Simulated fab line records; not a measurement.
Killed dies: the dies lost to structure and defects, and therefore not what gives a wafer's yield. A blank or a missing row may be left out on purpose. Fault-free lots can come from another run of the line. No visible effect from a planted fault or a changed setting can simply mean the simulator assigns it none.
Which tool did it?    flow n5 finfet    10 lots with 29 wafers sampled at 5 steps, on a route of 1938 steps

WHAT THE GAUGES READ, wafer by wafer
N5_BEOL_M12_RS_MEAS_54: a four-point-probe measurement.
lot   measured      on             M12_RS (ohm/sq)
L330  day 13 18:51  film metro-02  0.0588 0.0606 0.0584
L336  day 14 21:14  film metro-02  0.0619 0.0590 0.0587
L337  day 15 03:20  film metro-02  0.0612 0.0595 0.0596
L335  day 15 12:05  film metro-01  0.0626 0.0611 0.0633
L339  day 15 15:24  film metro-01  0.0628 0.0620 0.0598
L341  day 16 05:03  film metro-02  0.0593 0.0615
L342  day 16 10:15  film metro-01  0.0617 0.0608 0.0604
L349  day 18 13:49  film metro-01  0.0611 0.0594 0.0608
L353  day 19 08:56  film metro-01  0.0590 0.0600 0.0604
L352  day 19 09:34  film metro-01  0.0604 0.0614 0.0609

N5_BEOL_M13_THK_MEAS_01.
lot   measured      on             M13_ILD_THK (nm)
L330  day 13 19:04  film metro-02  839 838 842
L336  day 14 21:28  film metro-02  836 849 845
L337  day 15 03:33  film metro-01  838 829 849
L335  day 15 12:19  film metro-01  836 834 849
L339  day 15 15:37  film metro-02  839 829 842
L341  day 16 05:16  film metro-01  655 654
L342  day 16 10:28  film metro-01  648 848 840
L349  day 18 14:02  film metro-01  830 833 845
L353  day 19 09:09  film metro-01  824 823 831
L352  day 19 09:47  film metro-02  826 830 839

N5_BEOL_M13_OVL_MEAS_11.
lot   measured      on          V12_OVL (nm)
L330  day 13 19:31  overlay-01  3 10 6
L336  day 14 21:55  overlay-01  -2 1 -1
L337  day 15 03:55  overlay-01  -2 0 -8
L335  day 15 12:47  overlay-01  6 8 -3
L339  day 15 15:56  overlay-01  -11 -3 1
L341  day 16 05:43  overlay-01  5 5
L342  day 16 10:55  overlay-01  -3 -6 -4
L349  day 18 14:22  overlay-01  -2 0 2
L353  day 19 09:29  overlay-01  -7 -3 -6
L352  day 19 10:07  overlay-02  -5 7 5

WHICH TOOL RAN EACH LOT (tool, then ch and the chambers of the sampled wafers, then the start)
lot   N5_BEOL_M12_DEGAS_41          N5_BEOL_M13_ILD_DEP_00
L330  pvd sputter-01, day 13 17:37  pecvd-02 ch 0,1,2, day 13 18:55
L336  pvd sputter-01, day 14 20:01  pecvd-02 ch 0,2, day 14 21:18
L337  pvd sputter-02, day 15 00:34  pecvd-04 ch 1,2, day 15 03:24
L335  pvd sputter-03, day 15 10:52  pecvd-02 ch 0,1, day 15 12:09
L339  pvd sputter-01, day 15 14:10  pecvd-04 ch 0,1, day 15 15:28
L341  pvd sputter-01, day 16 03:49  pecvd-04 ch 1,2, day 16 05:07
L342  pvd sputter-03, day 16 09:01  pecvd-04 ch 0,2, day 16 10:19
L349  pvd sputter-01, day 18 12:35  pecvd-02 ch 0,1,2, day 18 13:53
L353  pvd sputter-01, day 19 07:43  pecvd-02 ch 1,2, day 19 09:00
L352  pvd sputter-03, day 19 08:22  pecvd-02 ch 0,1,2, day 19 09:38
- N5_BEOL_M12_DEGAS_41: time 60 s.
- N5_BEOL_M13_ILD_DEP_00: deposits SiOC from DEMS/O2, target thk 837.92 nm, time 166.4 s.

AS READ BY THE TOOLS THEMSELVES (means over the sampled wafers that have a number; for cases with no such wafer, the mark the record gives instead)
N5_BEOL_M12_DEGAS_41.
lot   tool            heater power w (W)
L330  pvd sputter-01  313
L336  pvd sputter-01  329
L337  pvd sputter-02  336
L335  pvd sputter-03  307
L339  pvd sputter-01  331
L341  pvd sputter-01  321
L342  pvd sputter-03  313
L349  pvd sputter-01  330
L353  pvd sputter-01  325
L352  pvd sputter-03  300

N5_BEOL_M13_ILD_DEP_00.
lot   tool      heater power outer w (W)  heater power w (W)  run length s (s)  showerhead plenum p Torr (Torr)  throttle valve pct (%)
L330  pecvd-02  243                       419                 211.3             5.684                            11.7
L336  pecvd-02  229                       398                 210.9             5.687                            11.3
L337  pecvd-04  249                       465                 211.5             5.699                            12.6
L335  pecvd-02  258                       449                 211.2             5.690                            12.0
L339  pecvd-04  255                       499                 211.6             5.698                            12.9
L341  pecvd-04  286                       510                 176.3             5.700                            12.2
L342  pecvd-04  279                       550                 199.0             5.689                            11.5
L349  pecvd-02  254                       443                 211.5             5.702                            11.6
L353  pecvd-02  249                       452                 211.6             5.690                            11.7
L352  pecvd-02  261                       459                 211.2             5.691                            11.5

THE ANSWER, worked out from the rows above alone
Rule: what is usual is taken from the lots themselves. The widest of any qualifying gaps counts: lots, ordered by their means at a reading, are off when they make up no more than a third of the lots, leave a main group of 4 or more, and stand apart from it by 3 or more times the standard deviation of that group's means. If all means in a main group match to the digits the tables above print for the reading, that group is not used. A lot without any number at a reading at which 4 lots or more have one is off too. Where the step has rows for the other lots, those lots are counted as sound. After the gauges, taken in route order, come the tools' own readings; for these a lot's mean is taken, as printed above. At the first step where some lot is off, the reading lying furthest off is the one used; lots without a number count as furthest.
Off: L341, L342, at N5_BEOL_M13_THK_MEAS_01 (M13_ILD_THK). Mean 836 nm and standard deviation 5.1 in the main group.
A tool fits if, at a process step before that reading, it ran every lot that is off, and no sound lot after the first of them. Not tried: the gauges at N5_BEOL_M13_THK_MEAS_01; whatever is off there is also off at N5_BEOL_M13_ILD_DEP_00, on other tools, and gauge error can't account for it. One candidate fits, namely pecvd-04 at N5_BEOL_M13_ILD_DEP_00. Its last sound lot is L339 (day 15 15:28), its first lot that is off L341 (day 16 05:07): a fault that began between those two fits.
On the lots that are off, the tool's own readings at N5_BEOL_M13_ILD_DEP_00 differ by more than 5 times the standard deviation of the sound lots' means, which bears it out; run length s reads 187.7 s there versus 211.3 s on the sound lots.

WHAT WAS PUT IN BY THE SIMULATOR
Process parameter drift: pecvd-04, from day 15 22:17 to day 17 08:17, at N5_BEOL_M13_ILD_DEP_00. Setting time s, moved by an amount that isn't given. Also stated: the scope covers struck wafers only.
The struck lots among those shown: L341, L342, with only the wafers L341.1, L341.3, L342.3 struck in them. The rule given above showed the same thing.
